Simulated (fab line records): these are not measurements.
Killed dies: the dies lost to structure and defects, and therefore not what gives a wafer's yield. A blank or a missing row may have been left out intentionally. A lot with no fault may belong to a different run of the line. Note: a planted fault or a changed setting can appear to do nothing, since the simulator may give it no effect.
Split-lot study / flow n5 finfet / 7 lots, 39 wafers read, on a route of 1938 steps

THE SPLIT
At N5_BEOL_M8_SPUTTER_48 (material Cu, target thk 10 nm, time 1.667 s), the setting time s was moved away from the recipe's 1.667 s on 12 of the 39 wafers read, by -52.5% to -36.8%. All remaining wafers had this setting at the recipe value.

FROM THE SPLIT TO THE READING: what the file shows between them, 3 steps
- N5_BEOL_M8_ECD_50: material Cu, target thk 300 nm
- N5_BEOL_M8_ANNEAL_51: time 90 s
- N5_BEOL_M8_DEP_56: deposits SiCN from 3MS/NH3, target thk 10 nm, time 17.5 s

THE READING
raw defect count, at N5_BEOL_M8_INSPECT_58 (inspects for defects (darkfield)). Fault-free wafers of this fab line usually give 65, standard deviation 24.

wafer=L075.1; tool, chamber at the split=pvd sputter-01, -; time s as run, s=0.7913; against the recipe=-52.5%; raw defect count=204; against lot-mates on the recipe=+144
wafer=L075.2; tool, chamber at the split=pvd sputter-01, -; time s as run, s=1.667; against the recipe=recipe; raw defect count=54; against lot-mates on the recipe=-
wafer=L075.3; tool, chamber at the split=pvd sputter-01, -; time s as run, s=0.7913; against the recipe=-52.5%; raw defect count=207; against lot-mates on the recipe=+147
wafer=L075.4; tool, chamber at the split=pvd sputter-01, -; time s as run, s=0.7913; against the recipe=-52.5%; raw defect count=197; against lot-mates on the recipe=+137
wafer=L075.5; tool, chamber at the split=pvd sputter-01, -; time s as run, s=1.667; against the recipe=recipe; raw defect count=52; against lot-mates on the recipe=-
wafer=L075.6; tool, chamber at the split=pvd sputter-01, -; time s as run, s=1.667; against the recipe=recipe; raw defect count=73; against lot-mates on the recipe=-
wafer=L079.1; tool, chamber at the split=pvd sputter-03, -; time s as run, s=1.667; against the recipe=recipe; raw defect count=58; against lot-mates on the recipe=-
wafer=L079.2; tool, chamber at the split=pvd sputter-03, -; time s as run, s=0.9423; against the recipe=-43.5%; raw defect count=123; against lot-mates on the recipe=+67
wafer=L079.3; tool, chamber at the split=pvd sputter-03, -; time s as run, s=0.9423; against the recipe=-43.5%; raw defect count=120; against lot-mates on the recipe=+64
wafer=L079.4; tool, chamber at the split=pvd sputter-03, -; time s as run, s=1.667; against the recipe=recipe; raw defect count=57; against lot-mates on the recipe=-
wafer=L079.5; tool, chamber at the split=pvd sputter-03, -; time s as run, s=0.9423; against the recipe=-43.5%; raw defect count=149; against lot-mates on the recipe=+93
wafer=L079.6; tool, chamber at the split=pvd sputter-03, -; time s as run, s=1.667; against the recipe=recipe; raw defect count=52; against lot-mates on the recipe=-
wafer=L083.1; tool, chamber at the split=pvd sputter-01, -; time s as run, s=1.054; against the recipe=-36.8%; raw defect count=79; against lot-mates on the recipe=+49
wafer=L083.2; tool, chamber at the split=pvd sputter-01, -; time s as run, s=1.054; against the recipe=-36.8%; raw defect count=75; against lot-mates on the recipe=+45
wafer=L083.3; tool, chamber at the split=pvd sputter-01, -; time s as run, s=1.667; against the recipe=recipe; raw defect count=37; against lot-mates on the recipe=-
wafer=L083.4; tool, chamber at the split=pvd sputter-01, -; time s as run, s=1.054; against the recipe=-36.8%; raw defect count=86; against lot-mates on the recipe=+56
wafer=L083.5; tool, chamber at the split=pvd sputter-01, -; time s as run, s=1.667; against the recipe=recipe; raw defect count=36; against lot-mates on the recipe=-
wafer=L083.6; tool, chamber at the split=pvd sputter-01, -; time s as run, s=1.667; against the recipe=recipe; raw defect count=18; against lot-mates on the recipe=-
wafer=L090.1; tool, chamber at the split=pvd sputter-02, -; time s as run, s=1.667; against the recipe=recipe; raw defect count=64; against lot-mates on the recipe=-
wafer=L090.2; tool, chamber at the split=pvd sputter-02, -; time s as run, s=1.667; against the recipe=recipe; raw defect count=43; against lot-mates on the recipe=-
wafer=L090.3; tool, chamber at the split=pvd sputter-02, -; time s as run, s=1.667; against the recipe=recipe; raw defect count=69; against lot-mates on the recipe=-
wafer=L090.4; tool, chamber at the split=pvd sputter-02, -; time s as run, s=1.667; against the recipe=recipe; raw defect count=60; against lot-mates on the recipe=-
wafer=L090.5; tool, chamber at the split=pvd sputter-02, -; time s as run, s=1.667; against the recipe=recipe; raw defect count=83; against lot-mates on the recipe=-
wafer=L090.6; tool, chamber at the split=pvd sputter-02, -; time s as run, s=1.667; against the recipe=recipe; raw defect count=68; against lot-mates on the recipe=-
wafer=L088.1; tool, chamber at the split=pvd sputter-01, -; time s as run, s=1.667; against the recipe=recipe; raw defect count=55; against lot-mates on the recipe=-
wafer=L088.2; tool, chamber at the split=pvd sputter-01, -; time s as run, s=1.667; against the recipe=recipe; raw defect count=80; against lot-mates on the recipe=-
wafer=L088.3; tool, chamber at the split=pvd sputter-01, -; time s as run, s=1.667; against the recipe=recipe; raw defect count=73; against lot-mates on the recipe=-
wafer=L088.4; tool, chamber at the split=pvd sputter-01, -; time s as run, s=1.667; against the recipe=recipe; raw defect count=54; against lot-mates on the recipe=-
wafer=L088.5; tool, chamber at the split=pvd sputter-01, -; time s as run, s=1.667; against the recipe=recipe; raw defect count=31; against lot-mates on the recipe=-
wafer=L088.6; tool, chamber at the split=pvd sputter-01, -; time s as run, s=1.667; against the recipe=recipe; raw defect count=36; against lot-mates on the recipe=-
wafer=L092.1; tool, chamber at the split=pvd sputter-01, -; time s as run, s=1.667; against the recipe=recipe; raw defect count=57; against lot-mates on the recipe=-
wafer=L092.5; tool, chamber at the split=pvd sputter-01, -; time s as run, s=1.667; against the recipe=recipe; raw defect count=52; against lot-mates on the recipe=-
wafer=L092.6; tool, chamber at the split=pvd sputter-01, -; time s as run, s=1.667; against the recipe=recipe; raw defect count=24; against lot-mates on the recipe=-
wafer=L091.1; tool, chamber at the split=pvd sputter-02, -; time s as run, s=0.9673; against the recipe=-42.0%; raw defect count=210; against lot-mates on the recipe=+134
wafer=L091.2; tool, chamber at the split=pvd sputter-02, -; time s as run, s=1.667; against the recipe=recipe; raw defect count=82; against lot-mates on the recipe=-
wafer=L091.3; tool, chamber at the split=pvd sputter-02, -; time s as run, s=1.667; against the recipe=recipe; raw defect count=72; against lot-mates on the recipe=-
wafer=L091.4; tool, chamber at the split=pvd sputter-02, -; time s as run, s=0.9673; against the recipe=-42.0%; raw defect count=128; against lot-mates on the recipe=+52
wafer=L091.5; tool, chamber at the split=pvd sputter-02, -; time s as run, s=0.9673; against the recipe=-42.0%; raw defect count=135; against lot-mates on the recipe=+59
wafer=L091.6; tool, chamber at the split=pvd sputter-02, -; time s as run, s=1.667; against the recipe=recipe; raw defect count=74; against lot-mates on the recipe=-

THE FIT
A straight line over all 39 wafers: raw defect count changes by -2.11 for each +1% of time s; r = -0.86; the points scatter about the line by 27.
The same after taking each lot's own level away (the mean of its wafers on the recipe; 39 wafers): -2.09 for each +1%; r = -0.91; scatter 20.
On that fit, the largest move of time s shifts the reading by 1.1e+02.
Measured against the standard deviation above, the lots' own levels, which go from 30.3 to 76.0, span 1.9 times it.
Hence the lot-to-lot level has little effect on the slope; both slopes agree.
Check: for one of the wafers moved furthest among these (-52.5%), held out of the fit, the line's prediction against its lot-mates is +104. Against them it came out at +144.

OTHER SPLITS ON THESE WAFERS
These wafers also went through other splits before the reading. Each is held against what the fit with the lots' levels taken away leaves over:
other split on the same wafers=N5_BEOL_M5_TRENCH_ETCH_37 time s; wafers away from the commonest value=9; r with raw defect count (lot level and that fit taken away)=+0.06
other split on the same wafers=N5_BEOL_M8_HM_DEP_02 target thk a; wafers away from the commonest value=15; r with raw defect count (lot level and that fit taken away)=+0.10

THE FILE'S OWN FIT
raw defect count changes by -2.06 for each +1% of time s, r = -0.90.
